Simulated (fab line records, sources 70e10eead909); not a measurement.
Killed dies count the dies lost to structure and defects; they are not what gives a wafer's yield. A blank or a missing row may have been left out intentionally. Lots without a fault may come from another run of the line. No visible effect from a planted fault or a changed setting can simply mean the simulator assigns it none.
A struck lot beside a sound one / flow nand_harc / 32 steps out of a route of 1302
Sound: these wafers, L429.1, L429.4, L429.5. The struck wafers were L430.1, L430.2, L430.6. The cause comes at the end.
Order at every step that has rows: each side's tool, ch and its chambers, its first start. Under that, the readings that differ: sound wafers / struck wafers / difference of the means / sigmas: that difference in standard deviations of wafers without a fault.
alike: readings with means less than 2 such deviations apart, plus words and numbers identical on both sides. not compared: withheld readings, readings lacking a value on some wafer, bounds such as >300 that could conceal the same value, and numbers that have no deviation in the record and whose values overlap.
Wherever a step has rows on one side only, a row that says differs or no value, or a row with sigmas, the two part there. Numbers that don't overlap but have no deviation are shown without sigmas and don't part them. A reading missing from all wafers of one side parts the sides only when that side holds two or more wafers.

first, 9 steps without rows for these wafers: NHARC_A_CHANNEL_HOLE_D1_DEP_00 (deposits aC, target thk 3100 nm); NHARC_A_CHANNEL_HOLE_D1_DEP_01 (deposits SiON, target thk 140 nm); NHARC_A_CHANNEL_HOLE_D1_DEHYDRATE_02 (time 120 s); NHARC_A_CHANNEL_HOLE_D1_HMDS_03 (time 30 s); NHARC_A_CHANNEL_HOLE_D1_COAT_36 (time 75 s); NHARC_A_CHANNEL_HOLE_D1_COAT_37 (time 65 s); NHARC_A_CHANNEL_HOLE_D1_COAT_04 (resist thk 90 nm); NHARC_A_CHANNEL_HOLE_D1_SOFTBAKE_05 (time 55 s); NHARC_A_CHANNEL_HOLE_D1_EBR_06.
NHARC_A_CHANNEL_HOLE_D1_EXPOSE_07: exposes mask HOLE D1, target cd 100 nm.
  sound on arfi_scanner-03 ch 0, day 13 04:55; struck on arfi_scanner-03 ch 0, day 13 05:52
reading=exposure_dose_mJ_cm2; sound=59.57 59.54 59.55; struck=62.06 62.07 61.97; difference=+2.48; sigmas=+44
  alike: mask, reticle_temp_C
then, 2 steps without rows for these wafers: NHARC_A_CHANNEL_HOLE_D1_PEB_08 (peb time 65 s); NHARC_A_CHANNEL_HOLE_D1_DEVELOP_09 (develop time 35 s).
NHARC_A_CHANNEL_HOLE_D1_CD_MEAS_10: target cd 100 nm.
  sound on cd_sem-03 ch 0, day 13 05:03; struck on cd_sem-03 ch 0, day 13 06:01
reading=cd_nm (nm); sound=99.7 100.5 100.1; struck=101.6 101.9 101.9; difference=+1.7; sigmas=+5
NHARC_A_CHANNEL_HOLE_D1_DESCUM_15: chemistry O2, time 3 s.
  sound on rie_diel-12 ch 0,2, day 13 05:14; struck on rie_diel-04 ch 0,2,3, day 13 06:13
reading=model.A_CHANNEL_HOLE_D1.cd_nm (nm); sound=99.66 100.2 100.2; struck=101.9 101.8 102.3; difference=+2.0; sigmas=
  alike: drypump_motor_current_A, oes_product_au, rf_vpp_V, showerhead_plenum_p_Torr, throttle_valve_pct
  not compared: rf_hours_counter_h
then, 16 steps without rows for these wafers: NHARC_A_CHANNEL_HOLE_D1_ETCH_38 (etches the open film in CF4, target depth 39 nm, time 65 s); NHARC_A_CHANNEL_HOLE_D1_ETCH_39 (etches the open film in N2/H2, target depth 260 nm, time 325 s); NHARC_A_CHANNEL_HOLE_D1_ETCH_34 (etches the open film in CF4/CHF3, target depth 154 nm, time 77 s); NHARC_A_CHANNEL_HOLE_D1_ETCH_16 (etches the open film in O2/COS, target depth 3100 nm, time 806 s); NHARC_A_CHANNEL_HOLE_D1_ETCH_19 (etches the open film in C4F8/O2/Ar, time 34.5 s); NHARC_A_CHANNEL_HOLE_D1_ETCH_20 (etches the open film in C4F8/O2/Ar, time 361.9 s, target depth 1600 nm); NHARC_A_CHANNEL_HOLE_D1_ETCH_21 (etches the open film in C4F8/O2/Ar, time 514.3 s, target depth 1600 nm); NHARC_A_CHANNEL_HOLE_D1_ETCH_22 (etches the open film in C4F8/O2/Ar, time 666.7 s, target depth 1600 nm); NHARC_A_CHANNEL_HOLE_D1_ETCH_23 (etches the open film in C4F8/O2/Ar, time 819 s, target depth 1600 nm); NHARC_A_CHANNEL_HOLE_D1_ETCH_24 (etches the open film in C4F8/O2/Ar, time 906.2 s, target depth 1500 nm); NHARC_A_CHANNEL_HOLE_D1_ETCH_25 (etches the open film in C4F8/O2/Ar, time 1040.2 s, target depth 1500 nm); NHARC_A_CHANNEL_HOLE_D1_ETCH_26 (etches the open film in C4F8/O2/Ar, time 224.1 s, target depth 300 nm); NHARC_A_CHANNEL_HOLE_D1_ETCH_33 (etches the open film in C4F8/O2/Ar, time 90 s, target depth 400 nm); NHARC_A_CHANNEL_HOLE_D1_STRIP_41 (strips in N2/H2); NHARC_A_CHANNEL_HOLE_D1_STRIP_42 (strips in CF4/CHF3); NHARC_A_CHANNEL_HOLE_D1_STRIP_43 (strips in O2/COS).
NHARC_A_CHANNEL_HOLE_D1_ETCH_44: etches the open film in CF4/O2, target depth 140 nm, overetch 14 nm, time 77 s.
  sound on rie_diel-12 ch 1,2, day 13 13:23; struck on rie_diel-12 ch 0,2,3, day 13 17:31
reading=model.A_CHANNEL_HOLE_D1.cd_nm (nm); sound=88.53 88.97 89.28; struck=91.89 91.52 92.71; difference=+3.11; sigmas=
  alike: drypump_motor_current_A, oes_f_703_au, oes_product_au, rf_fwd_power_W, rf_vpp_V, showerhead_plenum_p_Torr, throttle_valve_pct
  not compared: rf_hours_counter_h
then, 1 step without rows for these wafers: NHARC_A_CHANNEL_HOLE_D1_STRIP_27 (strips in O2).

## WHERE THEY PART
At NHARC_A_CHANNEL_HOLE_D1_EXPOSE_07 first; at NHARC_A_CHANNEL_HOLE_D1_CD_MEAS_10 last (within this record only). Later steps at which nothing parts them and some readings are alike: NHARC_A_CHANNEL_HOLE_D1_DESCUM_15, NHARC_A_CHANNEL_HOLE_D1_ETCH_44.

WHY: the cause the simulator had injected
Process parameter drift: arfi_scanner-03, from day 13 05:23 on, at NHARC_A_CHANNEL_HOLE_D1_EXPOSE_07. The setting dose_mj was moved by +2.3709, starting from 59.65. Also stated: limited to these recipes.
